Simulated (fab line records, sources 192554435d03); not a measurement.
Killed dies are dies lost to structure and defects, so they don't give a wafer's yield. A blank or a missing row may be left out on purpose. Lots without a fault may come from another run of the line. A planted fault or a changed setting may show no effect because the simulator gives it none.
A struck lot beside a sound one | flow n5_finfet | 22 steps out of a route of 1938
Sound: wafers L363.2, L363.5, L363.6. Struck: wafers L355.2, L355.3, L355.6. The cause comes at the end.
At each step with rows: each side's tool, then ch and its chambers, then its first start. Under that, the readings that differ: sound wafers | struck wafers | difference of the means | sigmas: that difference in standard deviations of wafers without a fault.
alike: readings whose means differ by less than 2 such deviations, and words and numbers that are the same on both sides. not compared: withheld readings, readings that some wafer has no value for, bounds like >300 that may hide the same value, and numbers for which the record gives no deviation and whose values overlap.
The two part at a step that has a row with sigmas, a row that says differs or no value, or rows on one side only. Numbers that don't overlap but have no deviation are shown without sigmas and don't part them. A reading that every wafer of one side lacks parts them only if that side has two wafers or more.

first, 10 steps without rows for these wafers: N5_FIN_SAQP_PRECLEAN_44 (cleans in SC2, time 45 s); N5_FIN_SAQP_SRD_01 (time 30 s); N5_FIN_SAQP_ALD_61 (deposits SiO2, target thk 4 nm, pulse time 1 s, purge time 2 s); N5_FIN_SAQP_DENSIFY_62 (time 60 s); N5_FIN_SAQP_HM_DEP_03 (deposits SiNx from SiH4/NH3/N2, target thk 38 nm, time 33.6 s); N5_FIN_SAQP_PECVD_47 (deposits a-Si from SiH4/He, target thk 45 nm, time 36.3 s); N5_FIN_SAQP_PECVD_48 (deposits SiNx from SiH4/NH3/N2, target thk 25 nm, time 22.1 s); N5_FIN_SAQP_PECVD_06 (deposits a-Si from SiH4/He, target thk 60 nm, time 48.1 s); N5_FIN_SAQP_HM_DEP_72 (deposits SiO2 from SiH4/N2O, target thk 12 nm, time 7.2 s); N5_FIN_SAQP_COAT_49 (time 60 s, resist thk 100 nm).
N5_FIN_SAQP_COAT_50: time 60 s, resist thk 35 nm.
  sound on litho_track-01 ch 0, day 6 15:33; struck on litho_track-04 ch 0, day 4 15:46
  reading                                     | sound                | struck               | difference | sigmas
  spin_speed_rpm (rpm)                        | 1499.6 1499.1 1498.7 | 1537.0 1536.4 1534.8 | +36.9      | +38
  model.SiARC_of_FIN_SAQP_COAT_50.thk_nm (nm) | 34.91 34.91 34.95    | 34.63 34.61 34.66    | -0.29      |
  alike: exhaust_pa
then, 7 steps without rows for these wafers: N5_FIN_SAQP_COAT_10 (resist thk 90 nm); N5_FIN_SAQP_EBR_12; N5_FIN_SAQP_SOFTBAKE_11 (time 60 s); N5_FIN_SAQP_EXPOSE_13 (exposes mask FIN CORE, target cd 35.6 nm); N5_FIN_SAQP_PEB_14 (peb time 60 s); N5_FIN_SAQP_DEVELOP_15 (develop time 30 s); N5_FIN_SAQP_DESCUM_21 (chemistry O2, time 7.9 s).
N5_FIN_SAQP_ETCH_51: etches SiARC in CF4, target depth 45.5 nm, time 75.8 s.
  sound on rie_diel-02 ch 0,1,3, day 6 16:03; struck on rie_diel-02 ch 0,2, day 4 16:16
  reading                  | sound             | struck            | difference | sigmas
  model.etch.depth_nm (nm) | 34.91 34.91 34.95 | 34.63 34.61 34.66 | -0.29      |
  alike: drypump_motor_current_A, etch_rf_on_time_s, oes_product_au, rf_vpp_V, showerhead_plenum_p_Torr, throttle_valve_pct
  not compared: rf_hours_counter_h
N5_FIN_SAQP_ETCH_52: etches SOC in N2/H2, target depth 100 nm, overetch 20 nm, time 150 s.
  sound on rie_diel-02 ch 0,1,3, day 6 16:07; struck on rie_diel-02 ch 0,2, day 4 16:20
  reading                                     | sound             | struck            | difference | sigmas
  model.SiARC_of_FIN_SAQP_COAT_50.thk_nm (nm) | 28.88 29.16 29.19 | 28.56 28.83 28.61 | -0.41      |
  alike: drypump_motor_current_A, oes_product_au, rf_vpp_V, showerhead_plenum_p_Torr, throttle_valve_pct
  not compared: rf_hours_counter_h
then, 1 step without rows for these wafers: N5_FIN_SAQP_STRIP_53 (strips in N2/H2).
-- the record jumps here: 10 days lie between the struck wafers' starts before and after (it left off in module FIN_SAQP and takes up again in module BEOL_M4, whose first step shown is number 1111 of the route) --
N5_BEOL_M4_RC_MEAS_101:
  sound on prober-02 ch 0, day 15 07:26; struck on prober-01 ch 0, day 14 07:56
  alike: DIBL_N, DIBL_P, IOFF_N, IOFF_P, ION_N, ION_P, SS_N, SS_P, VT_N, VT_P

WHERE THEY PART
Only at N5_FIN_SAQP_COAT_50, within this record. Later steps at which nothing parts them and some readings are alike: N5_FIN_SAQP_ETCH_51, N5_FIN_SAQP_ETCH_52, N5_BEOL_M4_RC_MEAS_101.

WHY: what the simulator had put in
Process parameter drift: litho_track-04, from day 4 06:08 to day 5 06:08, at N5_FIN_SAQP_COAT_50. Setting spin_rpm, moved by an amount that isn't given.
